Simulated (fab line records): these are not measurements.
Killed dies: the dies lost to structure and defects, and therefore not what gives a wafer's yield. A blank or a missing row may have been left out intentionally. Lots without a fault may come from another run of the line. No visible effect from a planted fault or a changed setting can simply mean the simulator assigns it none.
2 desks looking at one fault ; flow nand_harc ; numbers are kept per desk, each desk with only its own; the story behind them comes last

== AT THE TOOL OWNER'S DESK: pecvd_onon-03 ==
The tool's own readings at NHARC_A_ONON_D1_DEP_00 (target thk 1000 nm): means of the sampled wafers that have a number, for each lot that ran on this tool. A lot is out of limits, marked OUT, if its mean lies more than 4 standard deviations from the usual mean; the brackets give that distance.
Columns: A = sih4_flow_sccm at NHARC_A_ONON_D1_DEP_00, usual 210.0 sccm
lot;first seen here;A
L300;day 8 02:16;209.4
L302;day 8 06:46;210.6
L309;day 10 05:23;209.8
L312;day 10 21:53;210.1
This desk's verdict: no lot among the 4 shows anything out of limits.

== AT THE METROLOGY DESK ==
What the gauges read for every lot (on any tool): the sampled wafers with a number, averaged. A lot is out of limits, marked OUT, if its mean lies more than 4 standard deviations from the usual mean; the brackets give that distance.
Columns: A = thk_nm at NHARC_A_ONON_D1_THK_MEAS_02, usual 1002 nm; B = thk_nm at NHARC_A_ONON_D1_THK_MEAS_27, usual 1002 nm
lot;first seen here;A;B
L299;day 7 12:02;1001;999
L300;day 8 02:36;991;1020
L301;day 8 02:36;1026;1013
L304;day 8 07:16;994;992
L302;day 8 07:17;987;1005
L309;day 10 05:54;1294 (+32) OUT;985
L312;day 10 22:23;1292 (+32) OUT;998
L314;day 11 18:43;1002;1007
L318;day 12 06:01;1004;1001
L320;day 12 16:32;1006;1005
L319;day 12 16:34;1000;981
L322;day 12 23:25;1000;994
This desk finds L309, L312 out of limits, L309 being first, at day 10 05:54 (thk_nm at NHARC_A_ONON_D1_THK_MEAS_02). L299, L300, L301, L304, L302, L314, L318, L320, L319, L322 stayed within limits.

== TAKEN TOGETHER ==
Metrology desk: alarm possible at day 10 05:54 on L309, L312.
Nothing out of limits was seen by the tool owner's desk.
Tool owner's desk: L309, L312 on record, inside its limits.
All the named lots went through NHARC_A_ONON_D1_DEP_00 on pecvd_onon-03.

== WHAT THE SIMULATOR HAD PUT IN ==
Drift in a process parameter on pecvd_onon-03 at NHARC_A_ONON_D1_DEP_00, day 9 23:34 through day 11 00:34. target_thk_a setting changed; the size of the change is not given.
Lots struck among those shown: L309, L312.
Time in hours between the start of the fault and the first out-of-limits reading at each desk: metrology desk, 6.
